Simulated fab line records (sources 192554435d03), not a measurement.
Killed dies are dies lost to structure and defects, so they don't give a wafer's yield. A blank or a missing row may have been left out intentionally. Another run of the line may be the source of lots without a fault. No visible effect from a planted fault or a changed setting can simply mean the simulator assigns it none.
Chamber matching	flow n5 finfet	N5_BEOL_M4_DEP_57 on pecvd-04 has 3 sister chambers
The step deposits SiCN from 3MS/NH3, target thk 8 nm, time 14 s. 14 wafers are shown with their chamber, then 7 later ones without.

WAFERS PAIRED WITH THEIR CHAMBERS
wafer	chamber	showerhead vpp V (V)	throttle valve pct (%)	showerhead plenum p Torr (Torr)
L075.2	2	894	7.9	3.664
L075.5	2	895	8.2	3.664
L075.6	0	935	9.1	3.657
L077.2	0	928	9.0	3.674
L077.5	0	918	8.9	3.671
L077.6	2	897	8.3	3.668
L078.1	2	897	8.3	3.669
L078.3	0	928	9.0	3.668
L078.5	0	927	8.9	3.665
L082.2	2	888	8.2	3.663
L082.4	0	928	9.1	3.672
L082.6	2	904	8.0	3.659
L083.1	1	870	8.9	3.657
L083.5	0	934	9.1	3.676

SIGNATURES (averages over the wafers above)
reading	chamber 0	chamber 1	chamber 2	scatter within a chamber
showerhead vpp V	928.29	870.00	895.83	5.4
throttle valve pct	9.014	8.900	8.150	0.129
showerhead plenum p Torr	3.66900	3.65700	3.66450	0.00534
Rule: for each reading, subtract the chamber's mean from the wafer's reading, divide by that reading's scatter and square the result; add these up over the readings and take the root, which gives the wafer's distance from the chamber. If the next closest chamber is less than 2 further off than the closest, the wafer can't be placed; otherwise it belongs to the closest. The scatter is the square root of a quotient: the sum, over the shown wafers, of each reading's squared deviation from its chamber's mean, divided by wafers minus chambers.

WAFERS WITH NO CHAMBER GIVEN
wafer	showerhead vpp V (V)	throttle valve pct (%)	showerhead plenum p Torr (Torr)
L083.6	879	8.4	3.652
L093.2	852	8.7	3.661
L093.5	887	8.5	3.664
L093.6	929	9.2	3.669
L097.1	906	8.2	3.657
L097.2	855	8.9	3.659
L097.6	884	8.2	3.664

WHICH CHAMBER EACH WENT THROUGH
wafer	from the rows above	in truth
L083.6	can't be placed: 1 or 2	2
L093.2	1	1
L093.5	can't be placed: 2 or 1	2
L093.6	0	0
L097.1	2	2
L097.2	1	1
L097.6	2	2
Correctly placed: 5 of 7. Unplaceable from these rows: 2, with the true chamber sitting among the candidates in 2. Wrongly placed: 0.
